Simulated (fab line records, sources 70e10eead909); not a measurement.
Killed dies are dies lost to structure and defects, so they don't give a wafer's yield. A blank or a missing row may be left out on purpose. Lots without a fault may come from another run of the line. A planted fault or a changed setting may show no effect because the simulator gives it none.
Which tool did it? | flow nand_harc | 6 lots, 18 wafers sampled, at 5 steps of a route of 1159

WHAT THE GAUGES READ, wafer by wafer
NHARC_END_SORT_01.
lot  | measured     | on        | sort_bin_3_pct (%)
L687 | day 20 03:02 | prober-01 | 0.44 0.15 0.44
L699 | day 23 14:02 | prober-02 | 0.44 5.02 5.32
L707 | day 24 17:45 | prober-01 | 0 0.15 0

WHICH TOOL RAN EACH LOT (tool, then ch and the chambers of the sampled wafers, then the start)
lot  | NHARC_A_BONDPAD_DEP_00          | NHARC_THIN_TSV_DESCUM_14           | NHARC_THIN_TSV_ETCH_15           | NHARC_THIN_TSV_PVD_19
L688 | pecvd-04 ch 0,1,2, day 18 07:34 | rie_diel-07 ch 0,2,3, day 19 02:23 | rie_si-03 ch 1,2,3, day 19 03:01 | pvd_sputter-02, no start
L687 | pecvd-03 ch 0,1, day 18 12:16   | rie_diel-11 ch 0,1, day 19 07:45   | rie_si-03 ch 1,3, day 19 08:25   | pvd_sputter-03, day 20 03:02 or earlier
L699 | pecvd-04 ch 1,2, day 22 00:51   | rie_diel-07 ch 0,1,3, day 22 23:15 | rie_si-03 ch 0,1,2, day 22 23:55 | pvd_sputter-01, day 23 14:02 or earlier
L704 | pecvd-01 ch 0,1,2, day 22 12:43 | rie_diel-04 ch 0,1,2, day 23 09:31 | rie_si-03 ch 0,2,3, day 23 10:10 | pvd_sputter-02, no start
L707 | pecvd-03 ch 0,1,2, day 23 04:48 | rie_diel-04 ch 0,1, day 23 19:16   | rie_si-02 ch 2,3, day 23 19:55   | pvd_sputter-03, day 24 17:45 or earlier
L708 | pecvd-03 ch 0,1,2, day 23 17:34 | rie_diel-04 ch 1,2,3, day 24 10:29 | rie_si-02 ch 1,2, day 24 11:18   | pvd_sputter-02, no start
- NHARC_A_BONDPAD_DEP_00: deposits SiCN, target thk 250 nm.
- NHARC_THIN_TSV_DESCUM_14: chemistry O2, time 3 s.
- NHARC_THIN_TSV_ETCH_15: target depth 3000 nm, bosch target overetch cycles 2, bosch etch step 2.8 s.
- NHARC_THIN_TSV_PVD_19: deposits TaN, target thk 20 nm.

THE ANSWER, worked out from the rows above alone
Rule: what is usual is taken from the lots themselves. Put in order of their means at a reading, lots are off if they are a third of the lots or fewer, leave a main group of 4 or more, and stand apart from it by a gap of 3 or more times the standard deviation of the main group's means; of several such gaps the widest counts. A main group whose means are all the same, to the digits that the tables above print for the reading, isn't used. A lot without any number at a reading at which 4 lots or more have one is off too. The other lots that the step has rows for count as sound.
No lot is off at any reading shown: from this, nothing can be told.

WHAT THE SIMULATOR HAD PUT IN
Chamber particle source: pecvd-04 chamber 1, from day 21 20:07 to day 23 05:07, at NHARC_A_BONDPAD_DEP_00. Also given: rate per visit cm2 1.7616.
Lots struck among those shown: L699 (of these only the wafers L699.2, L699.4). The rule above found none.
